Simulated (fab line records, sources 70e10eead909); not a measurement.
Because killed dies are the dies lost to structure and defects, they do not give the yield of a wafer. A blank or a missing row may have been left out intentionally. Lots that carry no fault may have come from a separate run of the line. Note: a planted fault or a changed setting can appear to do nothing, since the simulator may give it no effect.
Shared-tool check / flow nand_harc / Sample size 13 lots and 39 wafers

== WHAT PROMPTED THE OPENING ==
On 3 of the 13 lots, a flag is raised at NHARC_END_SORT_01 on the reading sort_bin_2_pct. Wafers without a fault read 1.5 %, standard deviation 0.61.
Rule: a lot is flagged when every wafer of it that has a number lies more than 4 standard deviations from that mean, or none has a number. As for the other lots, they are considered sound.

lot=L707; measured=day 18 20:38; on=prober-02; sort_bin_2_pct (%), wafer by wafer=0.9 1.5 1.0; flag=
lot=L709; measured=day 19 11:27; on=prober-02; sort_bin_2_pct (%), wafer by wafer=1.3 1.5 0.6; flag=
lot=L710; measured=day 19 17:22; on=prober-02; sort_bin_2_pct (%), wafer by wafer=2.1 0.9 1.5; flag=
lot=L708; measured=day 20 00:34; on=prober-01; sort_bin_2_pct (%), wafer by wafer=1.0 0.7 1.3; flag=
lot=L713; measured=day 22 01:16; on=prober-02; sort_bin_2_pct (%), wafer by wafer=2.1 2.4 1.9; flag=
lot=L721; measured=day 23 07:10; on=prober-02; sort_bin_2_pct (%), wafer by wafer=2.1 2.4 2.2; flag=
lot=L724; measured=day 23 16:33; on=prober-01; sort_bin_2_pct (%), wafer by wafer=97.6 96.0 96.8; flag=FLAGGED
lot=L723; measured=day 23 19:49; on=prober-02; sort_bin_2_pct (%), wafer by wafer=97.8 97.2 96.8; flag=FLAGGED
lot=L725; measured=day 24 05:13; on=prober-02; sort_bin_2_pct (%), wafer by wafer=97.2 97.5 98.4; flag=FLAGGED
lot=L728; measured=day 24 11:26; on=prober-02; sort_bin_2_pct (%), wafer by wafer=2.4 1.3 1.2; flag=
lot=L727; measured=day 24 13:43; on=prober-01; sort_bin_2_pct (%), wafer by wafer=1.2 2.1 1.0; flag=
lot=L729; measured=day 24 19:20; on=prober-02; sort_bin_2_pct (%), wafer by wafer=1.6 3.0 2.4; flag=
lot=L730; measured=day 25 03:16; on=prober-01; sort_bin_2_pct (%), wafer by wafer=1.5 0.6 0.9; flag=
Averaged over the flagged lots the numbers come to 97.3 %, +95.8 % from the usual (+99 or more standard deviations).

== WHICH TOOL RAN EACH LOT ==
3 process steps preceding the reading are held in the record, out of 1159 steps in the route. In each cell: the tool, then ch and the chambers that the sampled wafers went through, then the start.
lot=L707; flag=; NHARC_A_M0_STRIP_18=rie_diel-03 ch 1,2, day 17 05:42; NHARC_A_M0_PRE_CLEAN_29=pvd_sputter-03, day 17 06:28 or earlier; NHARC_A_M0_PVD_21=pvd_sputter-03, day 17 06:28
lot=L709; flag=; NHARC_A_M0_STRIP_18=rie_diel-03 ch 0,1, day 17 21:47; NHARC_A_M0_PRE_CLEAN_29=pvd_sputter-03, day 17 22:32 or earlier; NHARC_A_M0_PVD_21=pvd_sputter-03, day 17 22:32
lot=L710; flag=; NHARC_A_M0_STRIP_18=rie_diel-12 ch 0,2,3, day 18 01:10; NHARC_A_M0_PRE_CLEAN_29=pvd_sputter-03, day 18 01:56 or earlier; NHARC_A_M0_PVD_21=pvd_sputter-03, day 18 01:56
lot=L708; flag=; NHARC_A_M0_STRIP_18=rie_diel-12 ch 0,1, day 17 22:43; NHARC_A_M0_PRE_CLEAN_29=pvd_sputter-02, day 17 23:30 or earlier; NHARC_A_M0_PVD_21=pvd_sputter-02, day 17 23:30
lot=L713; flag=; NHARC_A_M0_STRIP_18=rie_diel-03 ch 0,1,2, day 20 07:16; NHARC_A_M0_PRE_CLEAN_29=pvd_sputter-01, day 20 08:02 or earlier; NHARC_A_M0_PVD_21=pvd_sputter-01, day 20 08:02
lot=L721; flag=; NHARC_A_M0_STRIP_18=rie_diel-03 ch 1,2, day 21 16:16; NHARC_A_M0_PRE_CLEAN_29=pvd_sputter-02, day 21 17:02 or earlier; NHARC_A_M0_PVD_21=pvd_sputter-02, day 21 17:02
lot=L724; flag=FLAGGED; NHARC_A_M0_STRIP_18=rie_diel-12 ch 0,3, day 21 17:17; NHARC_A_M0_PRE_CLEAN_29=pvd_sputter-02, day 21 18:04 or earlier; NHARC_A_M0_PVD_21=pvd_sputter-02, day 21 18:04
lot=L723; flag=FLAGGED; NHARC_A_M0_STRIP_18=rie_diel-03 ch 0,3, day 22 02:00; NHARC_A_M0_PRE_CLEAN_29=pvd_sputter-03, day 22 02:50 or earlier; NHARC_A_M0_PVD_21=pvd_sputter-03, day 22 02:50
lot=L725; flag=FLAGGED; NHARC_A_M0_STRIP_18=rie_diel-12 ch 1,2, day 22 10:43; NHARC_A_M0_PRE_CLEAN_29=pvd_sputter-02, day 22 11:29 or earlier; NHARC_A_M0_PVD_21=pvd_sputter-02, day 22 11:29
lot=L728; flag=; NHARC_A_M0_STRIP_18=rie_diel-10 ch 0,1, day 22 19:50; NHARC_A_M0_PRE_CLEAN_29=pvd_sputter-02, day 22 20:38 or earlier; NHARC_A_M0_PVD_21=pvd_sputter-02, day 22 20:38
lot=L727; flag=; NHARC_A_M0_STRIP_18=rie_diel-12 ch 2,3, day 22 19:05; NHARC_A_M0_PRE_CLEAN_29=pvd_sputter-02, day 22 19:54 or earlier; NHARC_A_M0_PVD_21=pvd_sputter-02, day 22 19:54
lot=L729; flag=; NHARC_A_M0_STRIP_18=rie_diel-03 ch 0,1,3, day 23 00:34; NHARC_A_M0_PRE_CLEAN_29=pvd_sputter-03, day 23 01:17 or earlier; NHARC_A_M0_PVD_21=pvd_sputter-03, day 23 01:17
lot=L730; flag=; NHARC_A_M0_STRIP_18=rie_diel-03 ch 1,2, day 23 10:31; NHARC_A_M0_PRE_CLEAN_29=pvd_sputter-02, day 23 11:19 or earlier; NHARC_A_M0_PVD_21=pvd_sputter-02, day 23 11:19
These steps, and what they do:
- NHARC_A_M0_STRIP_18: strips in N2/H2.
- NHARC_A_M0_PRE_CLEAN_29: time 30 s.
- NHARC_A_M0_PVD_21: deposits Cu, target thk 30 nm, time 20.49 s.
- NHARC_END_SORT_01

== FLAGGED OVER TOTAL, TOOL BY TOOL (the gauges that took the reading come last) ==
step=NHARC_A_M0_STRIP_18; tool=rie_diel-03; lots run=7; flagged=1; share of the flagged lots=some; sound lots run after its first flagged lot=2 (L729,L730)
step=NHARC_A_M0_STRIP_18; tool=rie_diel-10; lots run=1; flagged=0; share of the flagged lots=none; sound lots run after its first flagged lot=-
step=NHARC_A_M0_STRIP_18; tool=rie_diel-12; lots run=5; flagged=2; share of the flagged lots=some; sound lots run after its first flagged lot=1 (L727)
step=NHARC_A_M0_PRE_CLEAN_29; tool=pvd_sputter-01; lots run=1; flagged=0; share of the flagged lots=none; sound lots run after its first flagged lot=-
step=NHARC_A_M0_PRE_CLEAN_29; tool=pvd_sputter-02; lots run=7; flagged=2; share of the flagged lots=some; sound lots run after its first flagged lot=3 (L727,L728,L730)
step=NHARC_A_M0_PRE_CLEAN_29; tool=pvd_sputter-03; lots run=5; flagged=1; share of the flagged lots=some; sound lots run after its first flagged lot=1 (L729)
step=NHARC_A_M0_PVD_21; tool=pvd_sputter-01; lots run=1; flagged=0; share of the flagged lots=none; sound lots run after its first flagged lot=-
step=NHARC_A_M0_PVD_21; tool=pvd_sputter-02; lots run=7; flagged=2; share of the flagged lots=some; sound lots run after its first flagged lot=3 (L727,L728,L730)
step=NHARC_A_M0_PVD_21; tool=pvd_sputter-03; lots run=5; flagged=1; share of the flagged lots=some; sound lots run after its first flagged lot=1 (L729)
step=NHARC_END_SORT_01; tool=prober-01; lots run=4; flagged=1; share of the flagged lots=some; sound lots run after its first flagged lot=2 (L727,L730)
step=NHARC_END_SORT_01; tool=prober-02; lots run=9; flagged=2; share of the flagged lots=some; sound lots run after its first flagged lot=2 (L728,L729)
NHARC_A_M0_PRE_CLEAN_29 gives no start for some lots, so the hours and the order of its lots are those of NHARC_A_M0_PVD_21.

== WHAT IS ALLOWED BY THE TABLE ==
No row of the table ran every flagged lot.

== WHAT THE SIMULATOR HAD PUT IN ==
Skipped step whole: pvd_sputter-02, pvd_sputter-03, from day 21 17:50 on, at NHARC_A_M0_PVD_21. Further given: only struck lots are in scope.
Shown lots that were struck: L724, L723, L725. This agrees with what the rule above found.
